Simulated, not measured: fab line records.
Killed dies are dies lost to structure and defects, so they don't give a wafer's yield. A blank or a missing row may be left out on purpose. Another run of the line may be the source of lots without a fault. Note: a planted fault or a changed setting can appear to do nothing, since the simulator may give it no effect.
Chamber matching || flow n5Finfet || N5_BEOL_M13_DESCUM_15 on rieDiel-05: 4 sister chambers
The step chemistry O2, time 7.9 s. 14 wafers are shown with their chamber, then 7 later ones without.

== WAFERS PAIRED WITH THEIR CHAMBERS ==
{"wafer": "L078.1", "chamber": 2, "showerheadPlenumPTorr (Torr)": 2.22, "throttleValvePct (%)": 20.65, "oesProductAu (a.u.)": 0.84}
{"wafer": "L078.3", "chamber": 3, "showerheadPlenumPTorr (Torr)": 2.00, "throttleValvePct (%)": 20.61, "oesProductAu (a.u.)": 0.73}
{"wafer": "L078.5", "chamber": 2, "showerheadPlenumPTorr (Torr)": 2.22, "throttleValvePct (%)": 20.65, "oesProductAu (a.u.)": 0.85}
{"wafer": "L079.1", "chamber": 2, "showerheadPlenumPTorr (Torr)": 2.22, "throttleValvePct (%)": 20.65, "oesProductAu (a.u.)": 0.85}
{"wafer": "L079.2", "chamber": 3, "showerheadPlenumPTorr (Torr)": 2.00, "throttleValvePct (%)": 20.62, "oesProductAu (a.u.)": 0.73}
{"wafer": "L079.4", "chamber": 1, "showerheadPlenumPTorr (Torr)": 2.07, "throttleValvePct (%)": 20.17, "oesProductAu (a.u.)": 0.98}
{"wafer": "L080.2", "chamber": 3, "showerheadPlenumPTorr (Torr)": 2.00, "throttleValvePct (%)": 20.63, "oesProductAu (a.u.)": 0.72}
{"wafer": "L080.4", "chamber": 2, "showerheadPlenumPTorr (Torr)": 2.22, "throttleValvePct (%)": 20.65, "oesProductAu (a.u.)": 0.84}
{"wafer": "L080.5", "chamber": 3, "showerheadPlenumPTorr (Torr)": 2.00, "throttleValvePct (%)": 20.62, "oesProductAu (a.u.)": 0.73}
{"wafer": "L084.1", "chamber": 1, "showerheadPlenumPTorr (Torr)": 2.06, "throttleValvePct (%)": 20.20, "oesProductAu (a.u.)": 0.95}
{"wafer": "L084.2", "chamber": 0, "showerheadPlenumPTorr (Torr)": 2.06, "throttleValvePct (%)": 20.54, "oesProductAu (a.u.)": 0.94}
{"wafer": "L084.3", "chamber": 2, "showerheadPlenumPTorr (Torr)": 2.22, "throttleValvePct (%)": 20.67, "oesProductAu (a.u.)": 0.84}
{"wafer": "L088.3", "chamber": 1, "showerheadPlenumPTorr (Torr)": 2.06, "throttleValvePct (%)": 20.20, "oesProductAu (a.u.)": 0.93}
{"wafer": "L088.4", "chamber": 0, "showerheadPlenumPTorr (Torr)": 2.05, "throttleValvePct (%)": 20.54, "oesProductAu (a.u.)": 0.93}

SIGNATURES, as means of the wafers listed above
{"reading": "showerheadPlenumPTorr", "chamber 0": 2.0550, "chamber 1": 2.0633, "chamber 2": 2.2200, "chamber 3": 2.0000, "scatter within a chamber": 0.00342}
{"reading": "throttleValvePct", "chamber 0": 20.5400, "chamber 1": 20.1900, "chamber 2": 20.6540, "chamber 3": 20.6200, "scatter within a chamber": 0.0106}
{"reading": "oesProductAu", "chamber 0": 0.9350, "chamber 1": 0.9533, "chamber 2": 0.8440, "chamber 3": 0.7275, "scatter within a chamber": 0.0123}
Rule: distance of a wafer from a chamber = root of the sum over the readings of ((wafer's reading minus chamber's mean) / reading's scatter) squared. If the next closest chamber is less than 2 further off than the closest, the wafer can't be placed; otherwise it belongs to the closest. The scatter: take each reading less its chamber's mean, square it, sum over the shown wafers, divide by the number of wafers less the number of chambers, and take the root.

== WAFERS WITH NO CHAMBER GIVEN ==
{"wafer": "L088.6", "showerheadPlenumPTorr (Torr)": 2.05, "throttleValvePct (%)": 20.54, "oesProductAu (a.u.)": 0.91}
{"wafer": "L090.2", "showerheadPlenumPTorr (Torr)": 2.06, "throttleValvePct (%)": 20.21, "oesProductAu (a.u.)": 0.92}
{"wafer": "L090.5", "showerheadPlenumPTorr (Torr)": 1.99, "throttleValvePct (%)": 20.65, "oesProductAu (a.u.)": 0.72}
{"wafer": "L090.6", "showerheadPlenumPTorr (Torr)": 2.21, "throttleValvePct (%)": 20.71, "oesProductAu (a.u.)": 0.82}
{"wafer": "L093.1", "showerheadPlenumPTorr (Torr)": 1.99, "throttleValvePct (%)": 20.66, "oesProductAu (a.u.)": 0.70}
{"wafer": "L093.3", "showerheadPlenumPTorr (Torr)": 2.06, "throttleValvePct (%)": 20.22, "oesProductAu (a.u.)": 0.90}
{"wafer": "L093.4", "showerheadPlenumPTorr (Torr)": 2.06, "throttleValvePct (%)": 20.21, "oesProductAu (a.u.)": 0.91}

== WHICH CHAMBER EACH ONE RAN IN ==
{"wafer": "L088.6", "from the rows above": 0, "in truth": 0}
{"wafer": "L090.2", "from the rows above": 1, "in truth": 1}
{"wafer": "L090.5", "from the rows above": 3, "in truth": 3}
{"wafer": "L090.6", "from the rows above": 2, "in truth": 2}
{"wafer": "L093.1", "from the rows above": 3, "in truth": 3}
{"wafer": "L093.3", "from the rows above": 1, "in truth": 1}
{"wafer": "L093.4", "from the rows above": 1, "in truth": 1}
Correctly placed: 7 of 7. Can't be placed from these rows: 0. Number placed wrongly: 0.
